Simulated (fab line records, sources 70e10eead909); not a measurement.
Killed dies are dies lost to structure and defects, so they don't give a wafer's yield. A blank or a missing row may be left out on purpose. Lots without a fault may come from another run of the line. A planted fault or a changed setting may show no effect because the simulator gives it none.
A struck lot beside a sound one | flow nand_harc | 40 steps out of a route of 1159
Sound: wafers L464.2, L464.5, L464.6. Struck: wafer L468.4. (L468.5, L468.6 of the same lot were not struck and are left out.) The cause comes at the end.
At each step with rows: each side's tool, then ch and its chambers, then its first start. Under that, the readings that differ: sound wafers | struck wafers | difference of the means | sigmas: that difference in standard deviations of wafers without a fault.
alike: readings whose means differ by less than 2 such deviations, and words and numbers that are the same on both sides. not compared: withheld readings, readings that some wafer has no value for, bounds like >300 that may hide the same value, and numbers for which the record gives no deviation and whose values overlap.
The two part at a step that has a row with sigmas, a row that says differs or no value, or rows on one side only. Numbers that don't overlap but have no deviation are shown without sigmas and don't part them. A reading that every wafer of one side lacks parts them only if that side has two wafers or more.

first, 2 steps without rows for these wafers: NHARC_A_STAIRCASE_SRD_154; NHARC_A_STAIRCASE_ETCH_403 (etches SiO2 in dHF, target depth 108.2 nm).
NHARC_A_STAIRCASE_ETCHBACK_422: etches the open film in CH3F/O2, target depth 40 nm, time 74.286 s.
  sound on rie_diel-02 ch 0,3, day 13 13:39; struck on rie_diel-01 ch 1, day 15 05:56
  reading                         | sound                | struck | difference | sigmas
  rf_vpp_V (V)                    | 242.4 243.3 242.3    | 247.9  | +5.2       | +3
  showerhead_plenum_p_Torr (Torr) | 2.29 2.29 2.32       | 2.63   | +0.33      | +3
  throttle_valve_pct (%)          | 20.663 20.667 20.652 | 20.683 | +0.022     | +3
  alike: drypump_motor_current_A, oes_product_au
  not compared: rf_hours_counter_h
then, 4 steps without rows for these wafers: NHARC_A_STAIRCASE_ETCH_423 (etches SiO2 in dHF, target depth 30 nm); NHARC_A_STAIRCASE_ETCHBACK_157 (etches the open film in CH3F/O2, target depth 90 nm, time 167.14 s); NHARC_A_STAIRCASE_STRIP_475 (strips in O2, time 20 s); NHARC_A_STAIRCASE_DEP_471 (deposits SiO2, target thk 100 nm).
NHARC_A_STAIRCASE_CMP_472: polishes SiO2.
  sound on cmp-01 ch 2,3, day 13 14:34; struck on cmp-02 ch 2, day 15 07:09
  alike: motor_current_A
then, 1 step without rows for these wafers: NHARC_A_STAIRCASE_SRD_474.
NHARC_A_STAIRCASE_INSPECT_155:
  sound on defect_inspect-01, day 13 14:53; struck on defect_inspect-01, day 15 07:26
  alike: raw_defect_count
NHARC_A_SGD_CUT_DEP_00: deposits SiNx, target thk 50 nm.
  sound on pecvd-02 ch 0,1,2, day 13 15:02; struck on pecvd-04 ch 0, day 15 08:13
  alike: heater_power_w
  not compared: since_wet_clean_h
then, 10 steps without rows for these wafers: NHARC_A_SGD_CUT_DEHYDRATE_01 (time 120 s); NHARC_A_SGD_CUT_HMDS_02 (time 30 s); NHARC_A_SGD_CUT_COAT_56 (time 75 s); NHARC_A_SGD_CUT_COAT_57 (time 65 s); NHARC_A_SGD_CUT_COAT_03 (resist thk 90 nm); NHARC_A_SGD_CUT_SOFTBAKE_04 (time 55 s); NHARC_A_SGD_CUT_EBR_05; NHARC_A_SGD_CUT_EXPOSE_06 (exposes mask SGD); NHARC_A_SGD_CUT_PEB_07 (peb time 65 s); NHARC_A_SGD_CUT_DEVELOP_08 (develop time 35 s).
NHARC_A_SGD_CUT_CD_MEAS_09: target cd 100 nm.
  sound on cd_sem-01 ch 0, day 13 15:44; struck on cd_sem-02 ch 0, day 15 08:51
  alike: cd_nm
NHARC_A_SGD_CUT_OVL_MEAS_10:
  sound on overlay-02, day 13 15:49; struck on overlay-01, day 15 08:56
  reading           | sound        | struck | difference | sigmas
  overlay_x_nm (nm) | -0.3 0.1 0.2 | -1.6   | -1.6       | -2
  alike: overlay_y_nm
NHARC_A_SGD_CUT_INSPECT_11:
  sound on defect_inspect-01, day 13 15:52; struck on defect_inspect-01, day 15 08:58
  alike: raw_defect_count
then, 4 steps without rows for these wafers: NHARC_A_SGD_CUT_DESCUM_14 (chemistry O2, time 3 s); NHARC_A_SGD_CUT_ETCH_58 (etches the open film in CF4, target depth 39 nm, time 65 s); NHARC_A_SGD_CUT_ETCH_59 (etches the open film in N2/H2, target depth 260 nm, time 406.25 s); NHARC_A_SGD_CUT_ETCH_15 (etches the open film in CH3F/O2, target depth 75 nm, time 64.3 s).
NHARC_A_SGD_CUT_ETCH_16: etches the open film in C4F8/O2/Ar, target depth 310.5 nm, time 155.2 s.
  sound on rie_diel-06 ch 1,2,3; struck on rie_diel-07 ch 1
  alike: oes_product_au, rf_vpp_V
  not compared: rf_hours_counter_h
then, 6 steps without rows for these wafers: NHARC_A_SGD_CUT_STRIP_60 (strips in C4F8/O2/Ar); NHARC_A_SGD_CUT_STRIP_17 (strips in O2); NHARC_A_SGD_CUT_PRECLEAN_18 (cleans in SC1); NHARC_A_SGD_CUT_SRD_19; NHARC_A_SGD_CUT_DEP_20 (deposits SiO2, target thk 150 nm); NHARC_A_SGD_CUT_ANNEAL_27 (time 1800 s).
NHARC_A_SGD_CUT_CMP_21: polishes, target thk 148.19 nm.
  sound on cmp-03 ch 1,2, day 14 01:02; struck on cmp-03 ch 2, day 15 14:33
  alike: motor_current_A, time_to_endpoint_s
then, 2 steps without rows for these wafers: NHARC_A_SGD_CUT_SRD_23; NHARC_A_SGD_CUT_ETCH_26 (etches SiO2 in dHF, target depth 45.8 nm).
NHARC_A_SGD_CUT_ETCHBACK_24: etches the open film in CH3F/O2, target depth 50 nm, time 92.857 s.
  sound on rie_diel-08 ch 1,2,3, day 14 01:32; struck on rie_diel-08 ch 3, day 15 15:05
  alike: drypump_motor_current_A, oes_product_au, rf_vpp_V, showerhead_plenum_p_Torr, throttle_valve_pct
  not compared: rf_hours_counter_h
-- the record jumps here: 6 days lie between the struck wafers' starts before and after (it left off in module A_SGD_CUT and takes up again in module END, whose first step shown is number 1159 of the route) --
NHARC_END_SORT_01:
  the record has rows for the struck wafers here (prober-02 ch 0, day 21 03:52) and none for the sound ones

WHERE THEY PART
First at NHARC_A_STAIRCASE_ETCHBACK_422; last, within this record, at NHARC_END_SORT_01.

WHY: what the simulator had put in
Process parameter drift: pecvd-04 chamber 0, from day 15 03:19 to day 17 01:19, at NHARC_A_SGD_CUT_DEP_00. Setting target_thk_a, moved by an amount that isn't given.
